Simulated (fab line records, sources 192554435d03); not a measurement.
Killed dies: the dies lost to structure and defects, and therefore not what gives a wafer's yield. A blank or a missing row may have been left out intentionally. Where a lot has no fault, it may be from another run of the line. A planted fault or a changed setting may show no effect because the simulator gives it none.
fab line records | flow n5Finfet
record: lots: 7 | wafers: 21
route steps=1938 shown WELL_APT@40 FIN_SAQP@102 FIN_CUT@169 STI_FIN_REVEAL@190 SD_EPI_N@278
startH: the number of hours between the record's first day and the start of the first shown wafer of the lot | waitH: hours elapsed since this lot's preceding step | " identical to the entry in the row above | L1.1+2: a single row standing in for several wafers | - value missing, or start not given | * or withheld: withheld | < > ~ a bound
route shown NAME@n: names a module that has steps shown in the file, with the first one's number in the route | usual: mean/standard deviation taken from wafers without a fault | same: alike in all rows | chamber/n: place in a boat | sites: per-site readings | _std_site: their standard deviation | _edge_site: the outer-site mean with the inner-site mean subtracted | radiusMm: for every site, how far away it sits from the centre of the wafer | mask NAME#n: copy n | behind: the most recent tool/chamber to have shaped the wafer | hold: reason for holding the lot/hours on hold/outcome of the hold | device: whichever transistor did not switch (one of n, p or np) | end of line: at the end of the route, the tests of the same wafers | a step with no rows: only its recipe | killed: dies lost to structure and defects at the first sort, not the wafer's yield | map: the dies of a wafer, with x for killed, . for not killed, _ for no die there
set.NAME: the setting the step ran with; set.NAME@STEP: the setting that earlier step ran with | model.NAME: the simulator's own value behind a step, which no gauge read
lots whose settings were changed on purpose; a table a step, a row a wafer
== steps ==
step: N5_WELL_APT_PEB_23
recipe: pebTempC: 130 | pebTimeS: 90
lot.wafer  | tool          | chamber | startH | waitH | set.pebTimeS
L074.2+5   | lithoTrack-01 | 0       | 14.85  | 0.0   | 90
L074.6     | "             | 0       | "      | "     | 109.6
L076.2+3+5 | lithoTrack-01 | 0       | 26.87  | 0.0   | 90
L078.1+2   | lithoTrack-04 | 0       | 38.98  | 0.1   | 107.4
L078.6     | "             | 0       | "      | "     | 90
L085.4+5+6 | lithoTrack-05 | 0       | 80.89  | 0.0   | 90
L089.3+4   | lithoTrack-05 | 0       | 104.94 | 0.0   | 84.52
L089.5     | "             | 0       | "      | "     | 90
L092.3+4+6 | lithoTrack-01 | 0       | 123.09 | 0.0   | 90
L094.1+2+6 | lithoTrack-05 | 0       | 135.22 | 0.1   | 90
step: N5_WELL_APT_DEVELOP_24
recipe: developTimeS: 45 | rinseLiquid: surfactantRinse | dry: airSpin | devTempC: 21
lot.wafer  | tool          | chamber | startH | waitH | set.developTimeS
L074.2+5+6 | lithoTrack-01 | 0       | -      | -     | 45
L076.2+5   | lithoTrack-01 | 0       | -      | -     | 45
L076.3     | "             | 0       | "      | "     | 41.59
L078.1+2+6 | lithoTrack-04 | 0       | -      | -     | 45
L085.4+5+6 | lithoTrack-05 | 0       | -      | -     | 45
L089.3+5   | lithoTrack-05 | 0       | -      | -     | 49.61
L089.4     | "             | 0       | "      | "     | 45
L092.3+4+6 | lithoTrack-01 | 0       | -      | -     | 45
L094.1     | lithoTrack-05 | 0       | -      | -     | 45
L094.2+6   | "             | 0       | "      | "     | 39.57
step: N5_WELL_APT_HARDBAKE_29
recipe: tempC: 130 | timeS: 120
step: N5_WELL_APT_CD_MEAS_25
recipe: targetCdNm: 200 | landingEnergyEv: 500 | detector: seInlens
usual: cdNm: 200.1/1.9
lot.wafer | tool     | chamber | startH | waitH | set.pebTimeS@WELL_APT_PEB_23 | cdNm
L074.2    | cdSem-01 | 0       | 14.97  | -     | 90                           | 200.5
L074.5    | "        | 0       | "      | "     | 90                           | 203.2
L074.6    | "        | 0       | "      | "     | 109.6                        | 211.1
L076.2    | cdSem-02 | 0       | 26.98  | -     | 90                           | 199.5
L076.3    | "        | 0       | "      | "     | 90                           | 198.6
L076.5    | "        | 0       | "      | "     | 90                           | 201.1
L078.1    | cdSem-03 | 0       | 39.09  | -     | 107.4                        | 207.0
L078.2    | "        | 0       | "      | "     | 107.4                        | 205.5
L078.6    | "        | 0       | "      | "     | 90                           | 198.7
L085.4    | cdSem-03 | 0       | 81.01  | -     | 90                           | 197.8
L085.5    | "        | 0       | "      | "     | 90                           | 201.1
L085.6    | "        | 0       | "      | "     | 90                           | 201.4
L089.3    | cdSem-01 | 0       | 105.05 | -     | 84.52                        | 199.6
L089.4    | "        | 0       | "      | "     | 84.52                        | 200.6
L089.5    | "        | 0       | "      | "     | 90                           | 204.2
L092.3    | cdSem-01 | 0       | 123.20 | -     | 90                           | 200.1
L092.4    | "        | 0       | "      | "     | 90                           | 199.4
L092.6    | "        | 0       | "      | "     | 90                           | 197.9
L094.1    | cdSem-02 | 0       | 135.34 | -     | 90                           | 200.4
L094.2    | "        | 0       | "      | "     | 90                           | 198.6
L094.6    | "        | 0       | "      | "     | 90                           | 202.4
step: N5_WELL_APT_DESCUM_30
recipe: chemistry: O2 | timeS: 7.9 | sourcePowerW: 50 | biasPowerW: 20 | pressureMtorr: 20 | rfFrequencyHz: 2.712e+07 | tempC: 40 | o2FlowSccm: 225
lot.wafer | tool       | chamber | startH | waitH | set.pebTimeS@WELL_APT_PEB_23 | model.WELL_APT.cdNm
L074.2    | rieDiel-06 | 0       | 15.05  | 0.0   | 90                           | 200.6
L074.5    | "          | 2       | "      | "     | 90                           | 203
L074.6    | "          | 3       | "      | "     | 109.6                        | 210.7
L076.2    | rieDiel-04 | 1       | 27.07  | 0.0   | 90                           | 199.9
L076.3    | "          | 3       | "      | "     | 90                           | 199.1
L076.5    | "          | 1       | "      | "     | 90                           | 201.1
L078.1    | rieDiel-04 | 0       | 39.20  | 0.1   | 107.4                        | 207.2
L078.2    | "          | 2       | "      | "     | 107.4                        | 205.5
L078.6    | "          | 3       | "      | "     | 90                           | 198.8
L085.4    | rieDiel-05 | 0       | 81.13  | 0.1   | 90                           | 197.7
L085.5    | "          | 2       | "      | "     | 90                           | 200.8
L085.6    | "          | 1       | "      | "     | 90                           | 201.3
L089.3    | rieDiel-06 | 0       | 105.22 | 0.1   | 84.52                        | 200
L089.4    | "          | 2       | "      | "     | 84.52                        | 200.7
L089.5    | "          | 3       | "      | "     | 90                           | 204.2
L092.3    | rieDiel-04 | 2       | 123.29 | 0.0   | 90                           | 200
L092.4    | "          | 0       | "      | "     | 90                           | 199.6
L092.6    | "          | 3       | "      | "     | 90                           | 198.5
L094.1    | rieDiel-04 | 2       | 135.58 | 0.2   | 90                           | 200.4
L094.2    | "          | 1       | "      | "     | 90                           | 198.8
L094.6    | "          | 1       | "      | "     | 90                           | 202.1
step: N5_FIN_SAQP_HM_DEP_72
recipe: material: SiO2 | targetThkA: 120 | tempC: 400 | precursor: SiH4/N2O | pressureTorr: 0.75 | rfW: 275 | timeS: 7.2
lot.wafer | tool     | chamber | startH | waitH | set.timeS | model.SiO2_of_FIN_SAQP_HM_DEP_72.thkNm
L074.2    | pecvd-01 | 0       | 21.27  | 0.0   | 7.615     | 12.56
L074.5    | "        | 0       | "      | "     | 7.615     | 12.71
L074.6    | "        | 1       | "      | "     | 7.615     | 12.67
L076.2    | pecvd-03 | 0       | 34.47  | 0.0   | 6.312     | 10.36
L076.3    | "        | 0       | "      | "     | 6.312     | 10.56
L076.5    | "        | 1       | "      | "     | 7.2       | 11.84
L078.1    | pecvd-03 | 1       | 45.31  | 0.0   | 7.787     | 12.79
L078.2    | "        | 0       | "      | "     | 7.2       | 11.95
L078.6    | "        | 1       | "      | "     | 7.787     | 12.82
L085.4    | pecvd-02 | 1       | 88.14  | 0.1   | 7.2       | 12.29
L085.5    | "        | 2       | "      | "     | 6.221     | 10.52
L085.6    | "        | 0       | "      | "     | 6.221     | 10.59
L089.3    | pecvd-02 | 2       | 112.10 | 0.0   | 7.785     | 13.14
L089.4    | "        | 2       | "      | "     | 7.785     | 13.25
L089.5    | "        | 1       | "      | "     | 7.2       | 12.26
L092.3    | pecvd-02 | 1       | 129.14 | 0.0   | 7.2       | 11.97
L092.4    | "        | 2       | "      | "     | 7.2       | 12.32
L092.6    | "        | 0       | "      | "     | 7.2       | 12.28
L094.1    | pecvd-02 | 0       | 142.45 | 0.0   | 6.661     | 11.13
L094.2    | "        | 2       | "      | "     | 7.2       | 12.02
L094.6    | "        | 2       | "      | "     | 6.661     | 11.04
step: N5_FIN_SAQP_COAT_50
recipe: resist: SiARC | tempC: 220 | timeS: 60 | spinRpm: 1500 | resistThkNm: 35
lot.wafer | tool          | chamber | startH | waitH | set.spinRpm | model.SiARC_of_FIN_SAQP_COAT_50.thkNm
L074.2    | lithoTrack-05 | 0       | -      | -     | 1500        | 34.94
L074.5    | "             | 0       | "      | "     | 1500        | 34.89
L074.6    | "             | 0       | "      | "     | 1500        | 34.92
L076.2    | lithoTrack-02 | 0       | -      | -     | 1429        | 35.95
L076.3    | "             | 0       | "      | "     | 1500        | 34.95
L076.5    | "             | 0       | "      | "     | 1500        | 34.93
L078.1    | lithoTrack-04 | 0       | -      | -     | 1370        | 36.44
L078.2    | "             | 0       | "      | "     | 1500        | 34.81
L078.6    | "             | 0       | "      | "     | 1500        | 34.78
L085.4    | lithoTrack-04 | 0       | -      | -     | 1600        | 33.97
L085.5    | "             | 0       | "      | "     | 1600        | 33.87
L085.6    | "             | 0       | "      | "     | 1500        | 35.04
L089.3    | lithoTrack-04 | 0       | -      | -     | 1500        | 35.12
L089.4    | "             | 0       | "      | "     | 1500        | 35.03
L089.5    | "             | 0       | "      | "     | 1500        | 35.14
L092.3    | lithoTrack-04 | 0       | -      | -     | 1500        | 34.73
L092.4    | "             | 0       | "      | "     | 1500        | 34.79
L092.6    | "             | 0       | "      | "     | 1500        | 34.72
L094.1    | lithoTrack-04 | 0       | -      | -     | 1500        | 34.95
L094.2    | "             | 0       | "      | "     | 1500        | 34.98
L094.6    | "             | 0       | "      | "     | 1391        | 36.22
step: N5_FIN_SAQP_COAT_10
recipe: resist: CAR-ArF | spinRpm: 1500 | resistThkNm: 90
step: N5_FIN_SAQP_EBR_12
recipe: solvent: PGMEA | ebrWidthMm: 1.5
step: N5_FIN_SAQP_DESCUM_21
recipe: chemistry: O2 | timeS: 7.9 | sourcePowerW: 50 | biasPowerW: 20 | pressureMtorr: 20 | rfFrequencyHz: 2.712e+07 | tempC: 40 | resist: CAR-ArF | o2FlowSccm: 225
step: N5_FIN_SAQP_ETCH_51
recipe: chemistry: CF4 | target: SiARC | targetDepthA: 455 | maskMaterial: CAR-ArF | timeS: 75.8 | ionEnergyEv: 80 | pressureMtorr: 40 | sourceW: 545 | biasW: 36 | Ar_flow_sccm: 100 | cf4FlowSccm: 100 | ends: cleared
lot.wafer | tool       | chamber | startH | waitH | set.spinRpm@FIN_SAQP_COAT_50 | model.etch.depthNm | model.CAR-ArF_of_FIN_SAQP_COAT_10.thkNm
L074.2    | rieDiel-06 | 1       | 21.85  | 0.0   | 1500                         | 34.94              | 50.55
L074.5    | "          | 0       | "      | "     | 1500                         | 34.89              | 50.91
L074.6    | "          | 1       | "      | "     | 1500                         | 34.92              | 50.94
L076.2    | rieDiel-04 | 3       | 34.98  | 0.0   | 1429                         | 35.95              | 49.71
L076.3    | "          | 2       | "      | "     | 1500                         | 34.95              | 51.03
L076.5    | "          | 1       | "      | "     | 1500                         | 34.93              | 51.33
L078.1    | rieDiel-06 | 1       | 45.92  | 0.0   | 1370                         | 36.44              | 49.71
L078.2    | "          | 3       | "      | "     | 1500                         | 34.81              | 51.14
L078.6    | "          | 1       | "      | "     | 1500                         | 34.78              | 51.22
L085.4    | rieDiel-04 | 1       | 88.75  | 0.0   | 1600                         | 33.97              | 52.31
L085.5    | "          | 3       | "      | "     | 1600                         | 33.87              | 52.23
L085.6    | "          | 2       | "      | "     | 1500                         | 35.04              | 51.1
L089.3    | rieDiel-05 | 1       | 112.68 | 0.0   | 1500                         | 35.12              | 50.45
L089.4    | "          | 0       | "      | "     | 1500                         | 35.03              | 50.48
L089.5    | "          | 1       | "      | "     | 1500                         | 35.14              | 50.3
L092.3    | rieDiel-04 | 2       | 129.59 | 0.0   | 1500                         | 34.73              | 50.49
L092.4    | "          | 1       | "      | "     | 1500                         | 34.79              | 50.93
L092.6    | "          | 1       | "      | "     | 1500                         | 34.72              | 50.79
L094.1    | rieDiel-04 | 0       | 143.04 | 0.0   | 1500                         | 34.95              | 50.47
L094.2    | "          | 2       | "      | "     | 1500                         | 34.98              | 50.27
L094.6    | "          | 0       | "      | "     | 1391                         | 36.22              | 49.41
step: N5_FIN_SAQP_ETCH_52
recipe: chemistry: N2/H2 | target: SOC | targetDepthA: 1000 | overetchA: 200 | maskMaterial: SiARC | tempC: 40 | timeS: 150 | ionEnergyEv: 200 | pressureMtorr: 30 | sourceW: 840 | biasW: 150 | n2FlowSccm: 200 | h2FlowSccm: 200 | ends: endPoint
lot.wafer | tool       | chamber | startH | waitH | set.spinRpm@FIN_SAQP_COAT_50 | model.SiARC_of_FIN_SAQP_COAT_50.thkNm
L074.2    | rieDiel-06 | 1       | 21.91  | 0.0   | 1500                         | 28.66
L074.5    | "          | 0       | "      | "     | 1500                         | 29.22
L074.6    | "          | 1       | "      | "     | 1500                         | 28.59
L076.2    | rieDiel-04 | 3       | 35.03  | 0.0   | 1429                         | 29.93
L076.3    | "          | 2       | "      | "     | 1500                         | 29.02
L076.5    | "          | 1       | "      | "     | 1500                         | 29.15
L078.1    | rieDiel-06 | 1       | 45.98  | 0.0   | 1370                         | 30.23
L078.2    | "          | 3       | "      | "     | 1500                         | 29.14
L078.6    | "          | 1       | "      | "     | 1500                         | 28.53
L085.4    | rieDiel-04 | 1       | 88.80  | 0.0   | 1600                         | 28.14
L085.5    | "          | 3       | "      | "     | 1600                         | 27.87
L085.6    | "          | 2       | "      | "     | 1500                         | 29.04
L089.3    | rieDiel-05 | 1       | 112.73 | 0.0   | 1500                         | 29.39
L089.4    | "          | 0       | "      | "     | 1500                         | 29.02
L089.5    | "          | 1       | "      | "     | 1500                         | 29.33
L092.3    | rieDiel-04 | 2       | 129.65 | 0.0   | 1500                         | 28.68
L092.4    | "          | 1       | "      | "     | 1500                         | 28.97
L092.6    | "          | 1       | "      | "     | 1500                         | 28.82
L094.1    | rieDiel-04 | 0       | 143.10 | 0.0   | 1500                         | 29.34
L094.2    | "          | 2       | "      | "     | 1500                         | 29
L094.6    | "          | 0       | "      | "     | 1391                         | 30.61
step: N5_FIN_SAQP_STRIP_53
recipe: chemistry: N2/H2 | tempC: 40 | n2FlowSccm: 200 | h2FlowSccm: 200 | rfFrequencyHz: 6e+07
step: N5_FIN_SAQP_HM_OPEN_73
recipe: chemistry: CHF3/O2 | target: SiO2 | stopOn: a-Si | targetDepthA: 120 | overEtchFrac: 1.8 | maskMaterial: SOC | timeS: 16.8 | pressureMtorr: 30 | sourceW: 650 | biasW: 170 | Ar_flow_sccm: 200 | CHF3_flow_sccm: 50 | O2_flow_sccm: 5 | ionEnergyEv: 200 | ends: endPoint
lot.wafer | tool       | chamber | startH | waitH | set.timeS@FIN_SAQP_HM_DEP_72 | model.etch.depthNm
L074.2    | rieDiel-06 | 1       | 22.01  | 0.0   | 7.615                        | 12.56
L074.5    | "          | 0       | "      | "     | 7.615                        | 12.71
L074.6    | "          | 1       | "      | "     | 7.615                        | 12.67
L076.2    | rieDiel-04 | 3       | 35.14  | 0.0   | 6.312                        | 10.36
L076.3    | "          | 2       | "      | "     | 6.312                        | 10.56
L076.5    | "          | 1       | "      | "     | 7.2                          | 11.84
L078.1    | rieDiel-06 | 1       | 46.08  | 0.0   | 7.787                        | 12.79
L078.2    | "          | 3       | "      | "     | 7.2                          | 11.95
L078.6    | "          | 1       | "      | "     | 7.787                        | 12.82
L085.4    | rieDiel-04 | 1       | 88.91  | 0.0   | 7.2                          | 12.29
L085.5    | "          | 3       | "      | "     | 6.221                        | 10.52
L085.6    | "          | 2       | "      | "     | 6.221                        | 10.59
L089.3    | rieDiel-05 | 1       | 112.84 | 0.0   | 7.785                        | 13.14
L089.4    | "          | 0       | "      | "     | 7.785                        | 13.25
L089.5    | "          | 1       | "      | "     | 7.2                          | 12.26
L092.3    | rieDiel-04 | 2       | 129.76 | 0.0   | 7.2                          | 11.97
L092.4    | "          | 1       | "      | "     | 7.2                          | 12.32
L092.6    | "          | 1       | "      | "     | 7.2                          | 12.28
L094.1    | rieDiel-04 | 0       | 143.21 | 0.0   | 6.661                        | 11.13
L094.2    | "          | 2       | "      | "     | 7.2                          | 12.02
L094.6    | "          | 0       | "      | "     | 6.661                        | 11.04
step: N5_FIN_CUT_ETCH_21
recipe: chemistry: N2/H2 | target: SOC | targetDepthA: 2190 | overetchA: 438 | maskMaterial: SiARC | tempC: 40 | ionEnergyEv: 100 | biasW: 61 | timeS: 523.5 | pressureMtorr: 30 | sourceW: 850 | n2FlowSccm: 200 | h2FlowSccm: 200
lot.wafer | tool       | chamber | startH | waitH | set.timeS | model.etch.depthNm | model.SiARC_of_FIN_CUT_COAT_19.thkNm
L074.2    | rieDiel-02 | 1       | 28.29  | 0.0   | 415       | 209.1              | 13.6
L074.5    | "          | 3       | "      | "     | 523.5     | 230.4              | 11.6
L074.6    | "          | 2       | "      | "     | 415       | 200.1              | 13.8
L076.2    | rieDiel-03 | 1       | 39.82  | 0.0   | 489.2     | 229.7              | 12.6
L076.3    | "          | 0       | "      | "     | 489.2     | 229.7              | 12.8
L076.5    | "          | 2       | "      | "     | 489.2     | 230.2              | 13
L078.1    | rieDiel-02 | 0       | 51.39  | 0.0   | 523.5     | 230.2              | 11.8
L078.2    | "          | 3       | "      | "     | 523.5     | 229.4              | 11.8
L078.6    | "          | 3       | "      | "     | 563.3     | 229.7              | 11.2
L085.4    | rieDiel-01 | 1       | 93.54  | 0.2   | 523.5     | 230.3              | 11.8
L085.5    | "          | 3       | "      | "     | 417.9     | 209.8              | 13.4
L085.6    | "          | 2       | "      | "     | 417.9     | 205.2              | 13.4
L089.3    | rieDiel-01 | 3       | 118.49 | 0.0   | 523.5     | 230.4              | 11.8
L089.4    | "          | 0       | "      | "     | 523.5     | 229.6              | 11.4
L089.5    | "          | 2       | "      | "     | 559.4     | 230.5              | 11.4
L092.3    | rieDiel-01 | 1       | 134.72 | 0.0   | 523.5     | 229.2              | 11.8
L092.4    | "          | 3       | "      | "     | 523.5     | 229.7              | 12
L092.6    | "          | 0       | "      | "     | 523.5     | 229.5              | 11.6
L094.1    | rieDiel-01 | 2       | 148.15 | 0.0   | 523.5     | 228.9              | 11.8
L094.2    | "          | 1       | "      | "     | 523.5     | 229.2              | 11.6
L094.6    | "          | 3       | "      | "     | 523.5     | 228.6              | 11.6
step: N5_STI_FIN_REVEAL_ETCHBACK_08
recipe: chemistry: C4F6/O2 | target: SiO2 | targetDepthA: 305 | timeS: 10.167 | ionEnergyEv: 250 | pressureMtorr: 30 | sourceW: 345 | biasW: 185 | Ar_flow_sccm: 300 | C4F6_flow_sccm: 10 | O2_flow_sccm: 10
lot.wafer  | tool       | chamber | startH | waitH | set.timeS
L074.2+5+6 | rieDiel-04 | 2,3,2   | 34.81  | 0.2   | 10.167
L076.2+5   | rieDiel-06 | 3,0     | 46.42  | 0.3   | 10.167
L076.3     | "          | 0       | "      | "     | 8.216
L078.1+2   | rieDiel-04 | 2,1     | 57.89  | 0.2   | 9.282
L078.6     | "          | 1       | "      | "     | 10.167
L085.4+5+6 | rieDiel-06 | 2,3,0   | 100.75 | 0.1   | 10.167
L089.3+4+5 | rieDiel-06 | 3,0,0   | 125.13 | 0.1   | 10.167
L092.3+4+6 | rieDiel-05 | 3,1,1   | 141.46 | 0.1   | 10.167
L094.1+2+6 | rieDiel-04 | 0,3,0   | 155.32 | 0.2   | 10.167
step: N5_STI_FIN_REVEAL_PRECLEAN_17
recipe: chemistry: NF3:NH3 | afsCycles: 1 | tempC: 30 | timeS: 20 | sublimationTempC: 180 | sublimationTimeS: 60 | pressureTorr: 3 | rfPowerW: 30
lot.wafer  | tool            | chamber | startH | waitH | set.timeS
L074.2+5+6 | remotePlasma-01 | 1       | 36.98  | 0.1   | 20
L076.2+3   | remotePlasma-02 | 0       | 48.59  | 0.1   | 23.88
L076.5     | "               | 0       | "      | "     | 20
L078.1+6   | remotePlasma-02 | 0       | 60.03  | 0.0   | 20
L078.2     | "               | 0       | "      | "     | 22.82
L085.4+5   | remotePlasma-01 | 1       | 103.22 | 0.1   | 21.18
L085.6     | "               | 1       | "      | "     | 20
L089.3+5   | remotePlasma-02 | 1       | 127.33 | 0.1   | 21.21
L089.4     | "               | 1       | "      | "     | 20
L092.3+4+6 | remotePlasma-01 | 0       | 143.67 | 0.1   | 20
L094.1+2   | remotePlasma-01 | 1       | 157.49 | 0.0   | 20
L094.6     | "               | 1       | "      | "     | 23.04
step: N5_STI_FIN_REVEAL_ETCH_34
recipe: chemistry: H2 | mode: isotropic | material: Si | target: Si | targetDepthA: 9.7 | tempC: 20 | pressureMtorr: 4.5 | icpW: 300 | biasW: 0 | h2FlowSccm: 7.5 | heFlowSccm: 142.5
step: N5_STI_FIN_REVEAL_OXIDATION_31
recipe: chemistry: O2_PLASMA_REMOTE | tempC: 150 | timeS: 20 | pressureMtorr: 1000 | sourcePowerW: 2000 | o2FlowSccm: 3000
step: N5_STI_FIN_REVEAL_SRD_23
recipe: dry: ipaMarangoni | timeS: 30 | tempC: 23 | rinseLiquid: diw
step: N5_STI_FIN_REVEAL_FIN_H_MEAS_10
usual: trenchDepthNm: 51.9/0.66
lot.wafer | tool   | chamber | startH | waitH | set.timeS@STI_FIN_REVEAL_ETCHBACK_08 | trenchDepthNm
L074.2    | ocd-01 | -       | 37.76  | 0.0   | 10.167                               | 51.9
L074.5    | "      | -       | "      | "     | 10.167                               | 51.7
L074.6    | "      | -       | "      | "     | 10.167                               | 51.6
L076.2    | ocd-01 | -       | 49.38  | 0.0   | 10.167                               | 51.7
L076.3    | "      | -       | "      | "     | 8.216                                | 45.7
L076.5    | "      | -       | "      | "     | 10.167                               | 51.4
L078.1    | ocd-02 | -       | 60.84  | 0.0   | 9.282                                | 49.7
L078.2    | "      | -       | "      | "     | 9.282                                | 49.8
L078.6    | "      | -       | "      | "     | 10.167                               | 52.2
L085.4    | ocd-02 | -       | 104.03 | 0.0   | 10.167                               | 52.1
L085.5    | "      | -       | "      | "     | 10.167                               | 51.3
L085.6    | "      | -       | "      | "     | 10.167                               | 51.4
L089.3    | ocd-01 | -       | 128.17 | 0.0   | 10.167                               | 51.2
L089.4    | "      | -       | "      | "     | 10.167                               | 51.2
L089.5    | "      | -       | "      | "     | 10.167                               | 51.9
L092.3    | ocd-01 | -       | 144.43 | 0.0   | 10.167                               | 50.7
L092.4    | "      | -       | "      | "     | 10.167                               | 51.4
L092.6    | "      | -       | "      | "     | 10.167                               | 51.4
L094.1    | ocd-01 | -       | 158.31 | 0.0   | 10.167                               | 51.2
L094.2    | "      | -       | "      | "     | 10.167                               | 51.9
L094.6    | "      | -       | "      | "     | 10.167                               | 51.4
step: N5_SD_EPI_N_ETCH_45
recipe: chemistry: CH3F/O2 | target: SiOCN | targetDepthA: 60 | maskMaterial: SOC | ionEnergyEv: 60 | biasW: 29 | pressureMtorr: 15 | sourceW: 410 | Ar_flow_sccm: 150 | CH3F_flow_sccm: 30 | O2_flow_sccm: 20
lot.wafer | tool       | chamber | startH | waitH | set.targetDepthA | model.etch.depthNm
L074.2    | rieDiel-06 | 0       | 49.93  | 0.1   | 67.01            | 6.617
L074.5    | "          | 2       | "      | "     | 67.01            | 6.672
L074.6    | "          | 3       | "      | "     | 60               | 5.86
L076.2    | rieDiel-06 | 3       | 62.24  | 0.1   | 67.09            | 6.513
L076.3    | "          | 2       | "      | "     | 60               | 6.022
L076.5    | "          | 0       | "      | "     | 60               | 5.955
L078.1    | rieDiel-04 | 3       | 73.04  | 0.1   | 55.7             | 5.574
L078.2    | "          | 1       | "      | "     | 60               | 6.004
L078.6    | "          | 0       | "      | "     | 60               | 5.794
L085.4    | rieDiel-04 | 0       | 118.29 | 0.1   | 63.73            | 6.182
L085.5    | "          | 1       | "      | "     | 60               | 5.932
L085.6    | "          | 2       | "      | "     | 63.73            | 6.535
L089.3    | rieDiel-06 | 0       | 140.07 | 0.1   | 54.01            | 5.304
L089.4    | "          | 2       | "      | "     | 54.01            | 5.374
L089.5    | "          | 0       | "      | "     | 60               | 5.886
L092.3    | rieDiel-04 | 0       | 161.13 | 0.1   | 60               | 5.759
L092.4    | "          | 3       | "      | "     | 60               | 5.975
L092.6    | "          | 2       | "      | "     | 60               | 6.106
L094.1    | rieDiel-04 | 3       | 170.07 | 0.1   | 57.32            | 5.701
L094.2    | "          | 0       | "      | "     | 60               | 5.782
L094.6    | "          | 3       | "      | "     | 60               | 5.974
== key ==
split: step: N5_WELL_APT_PEB_23 | setting: pebTimeS | stated: 90 | by: wafer
response: step: N5_WELL_APT_CD_MEAS_25 | reading: cdNm | change: +0.423 | per: 1% | r: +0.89
response: step: N5_WELL_APT_DESCUM_30 | reading: model.WELL_APT.cdNm | change: +0.411 | per: 1% | r: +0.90
split: step: N5_WELL_APT_DEVELOP_24 | setting: developTimeS | stated: 45 | by: wafer
response none clear
split: step: N5_FIN_SAQP_HM_DEP_72 | setting: timeS | stated: 7.2 | by: wafer
response: step: N5_FIN_SAQP_HM_DEP_72 | reading: model.SiO2_of_FIN_SAQP_HM_DEP_72.thkNm | change: +0.118 | per: 1% | r: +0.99
response: step: N5_FIN_SAQP_HM_OPEN_73 | reading: model.etch.depthNm | change: +0.118 | per: 1% | r: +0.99
split: step: N5_FIN_SAQP_COAT_50 | setting: spinRpm | stated: 1500 | by: wafer
response: step: N5_FIN_SAQP_COAT_50 | reading: model.SiARC_of_FIN_SAQP_COAT_50.thkNm | change: -0.183 | per: 1% | r: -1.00
response: step: N5_FIN_SAQP_ETCH_51 | reading: model.etch.depthNm | change: -0.183 | per: 1% | r: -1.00
response: step: N5_FIN_SAQP_ETCH_51 | reading: model.CAR-ArF_of_FIN_SAQP_COAT_10.thkNm | change: +0.177 | per: 1% | r: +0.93
response: step: N5_FIN_SAQP_ETCH_52 | reading: model.SiARC_of_FIN_SAQP_COAT_50.thkNm | change: -0.172 | per: 1% | r: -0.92
split: step: N5_FIN_CUT_ETCH_21 | setting: timeS | stated: 523.5 | by: wafer
response: step: N5_FIN_CUT_ETCH_21 | reading: model.etch.depthNm | change: +1.06 | per: 1% | r: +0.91
response: step: N5_FIN_CUT_ETCH_21 | reading: model.SiARC_of_FIN_CUT_COAT_19.thkNm | change: -0.0868 | per: 1% | r: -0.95
split: step: N5_STI_FIN_REVEAL_ETCHBACK_08 | setting: timeS | stated: 10.167 | by: wafer
response: step: N5_STI_FIN_REVEAL_FIN_H_MEAS_10 | reading: trenchDepthNm | change: +0.301 | per: 1% | r: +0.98
split: step: N5_STI_FIN_REVEAL_PRECLEAN_17 | setting: timeS | stated: 20 | by: wafer
response none clear
split: step: N5_SD_EPI_N_ETCH_45 | setting: targetDepthA | stated: 60 | by: wafer
response: step: N5_SD_EPI_N_ETCH_45 | reading: model.etch.depthNm | change: +0.0548 | per: 1% | r: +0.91
